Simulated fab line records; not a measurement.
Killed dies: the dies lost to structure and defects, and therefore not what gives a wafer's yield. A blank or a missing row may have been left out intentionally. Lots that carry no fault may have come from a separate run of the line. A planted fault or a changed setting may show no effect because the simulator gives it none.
fab line records | flow n5Finfet
[record] lots = 6 wafers = 18 lastDay = 18
route steps=1938 shown WELL_APT@21 BEOL_M4@1111 PASSIVATION@1936
lots that met no fault: from a run of the same line without faults
startH: hours from the record's first day to the start of the lot's first wafer shown | waitH: time in hours since the lot's previous step | " repeats the value in the row above | L1.1+2: a single row standing in for several wafers | - no value, or no start given | * or withheld: withheld | < > ~ a bound
route shown NAME@n: NAME is a module with steps in the file, n the number in the route of the first one | usual: average and standard deviation across the fault-free wafers | same: alike in all rows | chamber/n: place in a boat | sites: the reading at each site | _std_site: standard deviation across them | _edge_site: outer sites' mean less inner sites' | radiusMm: for every site, how far away it sits from the centre of the wafer | mask NAME#n: copy n | behind: the tool/chamber that last shaped the wafer | hold: reason for holding the lot/hours on hold/outcome of the hold | device: whichever transistor did not switch (one of n, p or np) | end of line: the tests these same wafers got at the end of their route | step lacking rows: just its recipe | killed: dies that structure and defects cost at the first sort, which is not the same as the wafer's yield | map: the dies of a wafer, with x for killed, . for not killed, _ for no die there
set.NAME: the setting as run; set.NAME@STEP: as run at that earlier step | model.NAME: the simulator's own value behind a step, which no gauge read
lots seen at some steps along the route; tables by step, rows by wafer
services: when a tool's chamber went out of use (startH, in hours from the record's first day, below 0 if earlier), for how many hours, and the reason
[[steps]]
[step N5_WELL_APT_COAT_02]
[recipe] spinRpm = 1357 resistThkNm = 950
[step N5_WELL_APT_EBR_04]
[recipe] solvent = PGMEA ebrWidthMm = 1.5
[step N5_WELL_APT_SOFTBAKE_03]
[recipe] tempC = 130 timeS = 60
[step N5_WELL_APT_EXPOSE_05]
[recipe] maskId = NWELL na = 0.8 sourceShape = conventional sigmaOuter = 0.8 polarization = unpolarized defocusNm = 0 targetCdNm = 200 doseMj = 20.3
[step N5_WELL_APT_PEB_06]
[recipe] pebTempC = 130 pebTimeS = 90
[step N5_WELL_APT_DEVELOP_07]
[recipe] developTimeS = 45 rinseLiquid = surfactantRinse dry = airSpin devTempC = 21
[step N5_WELL_APT_HARDBAKE_12]
[recipe] tempC = 130 timeS = 120
[step N5_WELL_APT_CD_MEAS_08]
[recipe] targetCdNm = 200 landingEnergyEv = 500 detector = seInlens
[usual] cdNm = 200.4/2
// columns lot.wafer tool chamber startH waitH cdNm
L616.2 cdSem-01 0 38.14 - 202.3
L616.3 " 0 " " 201.2
L616.4 " 0 " " 204.8
L618.2 cdSem-01 0 50.88 - 204.5
L618.4 " 0 " " 201.7
L618.5 " 0 " " 204.6
L619.3 cdSem-02 0 56.77 - 200.8
L619.4 " 0 " " 199.4
L619.6 " 0 " " 202.3
L622.1 cdSem-02 0 73.91 - 200.1
L622.5 " 0 " " 200.1
L622.6 " 0 " " 202.1
L623.3 cdSem-02 0 79.69 - 197.2
L623.4 " 0 " " 195.6
L623.6 " 0 " " 196.7
L635.2 cdSem-03 0 153.20 - 199.8
L635.3 " 0 " " 198.9
L635.4 " 0 " " 200.6
[step N5_WELL_APT_OVL_MEAS_09]
[recipe] pointsPerWafer = 44
[usual] NWELL_OVL = 6/5.8
// columns lot.wafer tool chamber startH waitH NWELL_OVL[nm]
L616.2 overlay-02 0 38.16 0.0 6
L616.3 " 0 " " 6
L616.4 " 0 " " 5
L618.2 overlay-01 0 50.91 0.0 11
L618.4 " 0 " " 14
L618.5 " 0 " " 19
L619.3 overlay-02 0 56.80 0.0 -8
L619.4 " 0 " " -2
L619.6 " 0 " " -6
L622.1 overlay-01 0 73.94 0.0 3
L622.5 " 0 " " -2
L622.6 " 0 " " -1
L623.3 overlay-01 0 79.71 0.0 3
L623.4 " 0 " " 3
L623.6 " 0 " " 8
L635.2 overlay-02 0 153.23 0.0 8
L635.3 " 0 " " 8
L635.4 " 0 " " 6
[step N5_WELL_APT_INSPECT_10]
[recipe] mode = adi inspectInstrument = macro
[usual] rawDefectCount = 1.9/1.5
// columns lot.wafer tool chamber startH waitH rawDefectCount
L616.2 defectInspect-02 - 38.19 0.0 0
L616.3 " - " " 2
L616.4 " - " " 3
L618.2 defectInspect-02 - 50.93 0.0 3
L618.4 " - " " 2
L618.5 " - " " 2
L619.3 defectInspect-02 - 56.82 0.0 4
L619.4 " - " " 1
L619.6 " - " " 2
L622.1 defectInspect-02 - 73.96 0.0 4
L622.5 " - " " 2
L622.6 " - " " 0
L623.3 defectInspect-02 - 79.74 0.0 0
L623.4 " - " " 3
L623.6 " - " " 3
L635.2 defectInspect-01 - 153.25 0.0 0
L635.3 " - " " 4
L635.4 " - " " 0
[step N5_WELL_APT_DESCUM_13]
[recipe] chemistry = O2 timeS = 7.9 sourcePowerW = 50 biasPowerW = 20 pressureMtorr = 20 rfFrequencyHz = 2.712e+07 tempC = 40 o2FlowSccm = 225
[usual] drypumpMotorCurrentA = 5.7/0.43 oesProductAu = 0.75/0.082 rfVppV = 242.5/1.2 showerheadPlenumPTorr = 2.06/0.064 throttleValvePct = 20.41/0.3
// columns lot.wafer tool chamber startH waitH drypumpMotorCurrentA oesProductAu rfHoursCounterH rfVppV showerheadPlenumPTorr throttleValvePct
L616.2 rieDiel-05 0 38.39 0.2 5.7 0.72 186 242.4 2.02 20.79
L616.3 " 2 " " 5.1 0.74 159 244.2 2.18 20.19
L616.4 " 2 " " 5.1 0.74 - 243.3 2.18 20.18
L618.2 rieDiel-04 3 50.99 0.1 5.3 0.68 249 242.7 2.05 20.26
L618.4 " 1 " " 5.2 0.75 139 242.4 2.02 20.02
L618.5 " 3 " " 5.3 0.68 - 242.4 2.05 20.28
L619.3 rieDiel-06 0 56.86 0.0 6.6 0.71 210 242.3 2.07 20.67
L619.4 " 1 " " 6.0 0.73 190 242.6 2.09 20.83
L619.6 " 0 " " 6.6 0.70 - 243.7 2.07 20.68
L622.1 rieDiel-04 0 74.07 0.1 5.6 0.71 202 240.8 2.01 20.35
L622.5 " 1 " " 5.2 0.73 - 241.6 2.02 20.03
L622.6 " 2 " " 5.8 0.74 - 243.5 2.20 20.65
L623.3 rieDiel-06 0 80.02 0.3 6.6 0.70 219 242.2 2.07 20.68
L623.4 " 2 " " 5.4 0.72 161 241.5 1.99 20.38
L623.6 " 3 " " 6.5 0.92 - 242.1 2.03 20.09
L635.2 rieDiel-04 0 153.29 0.0 5.6 0.69 231 240.6 2.00 20.41
L635.3 " 1 " " 5.2 0.71 179 240.3 2.01 20.07
L635.4 " 3 " " 5.4 0.90 24 243.0 2.04 19.86
[step N5_WELL_APT_IMPLANT_14]
[recipe] species = P energyKev = 160 doseCm2 = 1.5e+13 tiltDeg = 0 rotationDeg = 0
[step N5_WELL_APT_IMPLANT_15]
[recipe] species = As energyKev = 25 doseCm2 = 1.5e+13 tiltDeg = 0 rotationDeg = 0
[usual] beamOnS = 10.01/0.2 faradayCurrentUA = 190/3.9
// columns lot.wafer tool chamber startH waitH beamOnS faradayCurrentUA
L616.2 implanter-01 0 38.69 0.1 10.33 184
L616.3 " 0 " " 10.10 187
L616.4 " 0 " " 9.70 196
L618.2 implanter-02 0 51.29 0.1 9.78 194
L618.4 " 0 " " 10.06 189
L618.5 " 0 " " 9.73 195
L619.3 implanter-01 0 57.19 0.1 9.85 193
L619.4 " 0 " " 10.03 190
L619.6 " 0 " " 10.10 188
L622.1 implanter-02 0 74.35 0.1 9.92 191
L622.5 " 0 " " 10.01 190
L622.6 " 0 " " 9.92 191
L622.1 implanter-02 0 74.70 0.3 10.03 190
L622.5 " 0 " " 10.01 190
L622.6 " 0 " " 10.03 190
L623.3 implanter-01 0 80.36 0.1 10.22 187
L623.4 " 0 " " 9.76 194
L623.6 " 0 " " 9.63 197
L623.3 implanter-01 0 80.70 0.3 10.13 188
L623.4 " 0 " " 10.19 186
L623.6 " 0 " " 9.97 191
L635.2 implanter-02 0 153.60 0.1 10.22 187
L635.3 " 0 " " 9.89 193
L635.4 " 0 " " 9.66 196
[step N5_WELL_APT_STRIP_16]
[recipe] chemistry = SPM timeS = 900 tempC = 130 h2so4H2o2VolRatio = 4 dry = ipaMarangoni
[step N5_BEOL_M4_RC_MEAS_101]
[usual] DIBL_N = 36.0/2.5 DIBL_P = 36.7/3 IOFF_N = 0.16/0.043 IOFF_P = 0.21/0.049 ION_N = 673/15 ION_P = 461/9.8 SS_N = 71.5/0.83 SS_P = 73.4/0.83 VT_N = 250/4 VT_P = -251/4
// columns lot.wafer tool chamber startH waitH DIBL_N[mV/V] DIBL_P[mV/V] IOFF_N[nA/um] IOFF_P[nA/um] ION_N[uA/um] ION_P[uA/um] SS_N[mV/dec] SS_P[mV/dec] VT_N[mV] VT_P[mV]
L616.2 prober-01 0 187.02 0.2 36.6 39.1 0.19 0.27 695 485 73.0 73.5 244 -246
L616.3 " 0 " " 36.0 37.3 0.18 0.23 680 470 71.8 73.0 248 -248
L616.4 " 0 " " 34.8 33.7 0.13 0.17 652 455 72.1 72.7 254 -251
L618.2 prober-01 0 200.08 0.2 33.9 35.4 0.13 0.19 667 466 71.1 73.3 251 -250
L618.4 " 0 " " 35.2 36.0 0.14 0.19 657 449 70.9 73.2 252 -251
L618.5 " 0 " " 36.3 38.9 0.17 0.27 671 465 70.7 74.9 247 -247
L619.3 prober-02 0 212.98 0.3 38.1 41.8 0.25 0.28 696 470 74.1 74.6 245 -246
L619.4 " 0 " " 32.8 36.9 0.14 0.20 666 459 70.9 73.6 249 -249
L619.6 " 0 " " 32.6 35.3 0.13 0.17 658 446 71.2 72.8 252 -254
L623.3 prober-02 0 242.34 0.3 36.3 36.6 0.18 0.21 697 466 71.0 73.8 249 -252
L623.4 " 0 " " 39.4 39.2 0.20 0.24 678 456 72.8 74.5 248 -252
L623.6 " 0 " " 39.2 39.9 0.22 0.27 691 481 72.9 74.1 247 -250
L622.1 prober-01 0 287.42 0.0 39.1 39.6 0.19 0.23 691 467 72.4 74.3 248 -253
L622.5 " 0 " " 38.4 39.0 0.18 0.23 677 459 72.4 74.1 252 -251
L622.6 " 0 " " 39.5 38.5 0.22 0.23 677 454 73.0 74.2 248 -251
L635.2 prober-01 0 325.48 0.2 35.5 36.3 0.13 0.16 666 456 71.7 72.6 255 -257
L635.3 " 0 " " 36.5 37.3 0.14 0.17 651 443 71.4 73.3 255 -254
L635.4 " 0 " " 30.5 30.2 0.08 0.10 635 435 69.7 71.2 258 -264
[step N5_PASSIVATION_PROBE_49]
[usual] defectLimitedYield = 91.1/1.5 killed_at_M0_to_M3 = 37/11 killed_at_M4_up = 13/5.6 killedAtContacts = 12/5.6 killedAtFrontEnd = 39/11 killedAtOther = 4/3.1 killedDies = 105/18 killedOpen = 69/13 killedShort = 35/7.4 sort_bin_5_function = 5.1/0.92 sort_bin_6_memory = 3.4/0.76 sort_bin_8_speed = 0.02/0.11 sortNPass = 1075/18 sortYieldPct = 91.1/1.5
[same] grossDies = 1180 killedAtBackSide = 0 sort_bin_4_leakage[%] = 0
// columns lot.wafer tool chamber startH waitH defectLimitedYield[%] killed_at_M0_to_M3 killed_at_M4_up killedAtContacts killedAtFrontEnd killedAtOther killedDies killedOpen killedShort sort_bin_5_function[%] sort_bin_6_memory[%] sort_bin_8_speed[%] sortNPass sortYieldPct[%]
L616.2 prober-02 - 290.63 0.1 93.0 40 5 13 20 5 83 52 31 4.2 2.6 0 1097 93.0
L616.3 prober-02 - 290.68 0.1 88.7 53 18 16 41 5 133 82 49 6.7 4.1 0 1047 88.7
L616.4 prober-02 - 290.73 0.2 92.0 39 8 11 33 3 94 51 34 4.3 2.5 0 1086 92.0
L619.3 prober-02 - 310.39 0.1 90.3 29 9 7 66 4 115 78 36 5.5 3.8 0 1065 90.3
L619.4 prober-02 - 310.44 0.2 90.2 30 17 14 55 0 116 79 34 5.0 4.1 0 1064 90.2
L619.6 prober-02 - 310.54 0.3 90.4 23 20 13 54 3 113 77 33 5.8 3.5 0 1067 90.4
L622.1 prober-02 - 363.32 0.0 88.5 42 17 13 52 12 136 101 35 6.1 5.3 0 1044 88.5
L622.5 prober-02 - 363.52 0.2 88.1 51 18 15 44 12 140 96 35 6.4 4.7 0 1040 88.1
L622.6 prober-02 - 363.57 0.3 90.5 51 12 15 32 2 112 80 32 5.8 3.2 0 1068 90.5
// killed by level:class
L616.2 MOL_CONTACT_COAG:geometricParticle:open=11 BEOL_M0_SAQP:geometricParticle:open=7 BEOL_M1:geometricParticle:open=6 BEOL_M0_SAQP:geometricParticle:short=6 BEOL_M2:geometricParticle:open=5 BEOL_M3:geometricParticle:open=4 FIN_SAQP:geometricParticle:open=3 ILD0:geometricParticle:short=3
L616.3 BEOL_M0_SAQP:geometricParticle:short=15 MOL_CONTACT_COAG:geometricParticle:open=13 BEOL_M0_SAQP:geometricParticle:open=13 BEOL_M4:geometricParticle:open=12 FIN_SAQP:geometricParticle:open=9 BEOL_M1:geometricParticle:open=9 FIN_SAQP:geometricParticle:short=7 BEOL_M1:geometricParticle:short=7
L616.4 BEOL_M0_SAQP:geometricParticle:short=12 MOL_CONTACT_COAG:geometricParticle:open=9 HKMG_FIN:areaEtch=9 BEOL_M1:geometricParticle:open=8 ILD0:geometricParticle:short=6 BEOL_M0_SAQP:geometricParticle:open=6 BEOL_M4:geometricParticle:open=6 FIN_SAQP:geometricParticle:open=4
L619.3 STI_FIN_REVEAL:geometricParticle:open=18 FIN_SAQP:geometricParticle:short=13 FIN_SAQP:geometricParticle:open=12 BEOL_M3:geometricParticle:open=9 MOL_CONTACT_COAG:geometricParticle:open=7 BEOL_M0_SAQP:geometricParticle:short=6 STARTING-WAFER:geometricParticle:open=6 DUMMY_GATE:geometricParticle:open=5
L619.4 MOL_CONTACT_COAG:geometricParticle:open=14 STI_FIN_REVEAL:geometricParticle:open=10 BEOL_M3:geometricParticle:open=10 BEOL_M4:geometricParticle:open=10 FIN_SAQP:geometricParticle:open=7 FIN_SAQP:geometricParticle:short=7 BEOL_M0_SAQP:geometricParticle:short=6 GATE_CUT:geometricParticle:short=5
L619.6 BEOL_M4:geometricParticle:open=14 MOL_CONTACT_COAG:geometricParticle:open=10 FIN_SAQP:geometricParticle:open=9 STI_FIN_REVEAL:geometricParticle:open=8 FIN_SAQP:geometricParticle:short=7 ILD0:geometricParticle:open=6 ILD0:geometricParticle:short=6 BEOL_M3:geometricParticle:open=6
L622.1 STI_FIN_REVEAL:geometricParticle:open=15 BEOL_M3:geometricParticle:open=13 MOL_CONTACT_COAG:geometricParticle:open=11 BEOL_M4:geometricParticle:open=10 FIN_SAQP:geometricParticle:open=9 GATE_CUT:geometricParticle:short=8 BEOL_M2:geometricParticle:open=7 BEOL_M1:geometricParticle:open=6
L622.5 BEOL_M3:geometricParticle:open=14 MOL_CONTACT_COAG:geometricParticle:open=13 BEOL_M2:geometricParticle:open=12 STI_FIN_REVEAL:geometricParticle:open=11 BEOL_M4:geometricParticle:open=11 HKMG_FIN:areaEtch=9 BEOL_M0_SAQP:geometricParticle:short=8 BEOL_M0_SAQP:geometricParticle:open=8
L622.6 BEOL_M1:geometricParticle:open=14 BEOL_M3:geometricParticle:open=12 MOL_CONTACT_COAG:geometricParticle:open=11 BEOL_M0_SAQP:geometricParticle:open=8 BEOL_M0_SAQP:geometricParticle:short=7 FIN_SAQP:geometricParticle:open=6 STI_FIN_REVEAL:geometricParticle:open=6 BEOL_M4:geometricParticle:open=5
[[services]]
// columns tool chamber startH hours kind
rieDiel-04 3 15.43 4.5 repair
rieDiel-06 3 23.07 - clean
rieDiel-06 3 23.07 - consumableReplace:focusRing
rieDiel-06 3 23.07 14.4 scheduledDown
rieDiel-06 3 23.07 14.4 ventCycle
rieDiel-04 - 29.97 0.6 repair
rieDiel-05 1 31.04 - clean
implanter-02 - 36.31 14.1 repair
rieDiel-05 3 46.35 2.7 repair
rieDiel-04 3 53.98 - clean
rieDiel-04 3 53.98 - consumableReplace:focusRing
rieDiel-04 3 53.98 30.0 scheduledDown
rieDiel-04 3 53.98 30.0 ventCycle
implanter-02 - 59.25 8.4 pm
rieDiel-06 - 59.51 0.8 repair
rieDiel-05 2 59.86 3.2 repair
rieDiel-05 - 63.26 0.9 repair
implanter-02 - 71.95 1.1 repair
rieDiel-05 2 90.55 4.2 repair
implanter-01 - 99.19 4.4 repair
rieDiel-06 0 107.86 29.5 repair
rieDiel-05 2 112.56 7.4 repair
rieDiel-04 2 130.36 10.1 repair
rieDiel-05 3 134.08 65.0 repair
[[key]]
[firstSign] step = N5_WELL_APT_IMPLANT_15 reading = visit direction = added
effect none on later readings
metAt N5_WELL_APT_IMPLANT_15
struckWafers L622.1,L622.5,L622.6,L623.3,L623.4,L623.6
[loopTrim] step = N5_BEOL_M4_EXPOSE_08 setting = dose lots = L622
[loopTrim] step = N5_BEOL_M4_EXPOSE_25 setting = dose lots = L622
[fault] kind = repeatedStepWhole tool = implanter-01,implanter-02 chamber = - onsetH = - steps = N5_WELL_APT_IMPLANT_15 times = 1 scope = struckLotsOnly
// loopTrim: a control loop set the setting to another value than it would have without faults
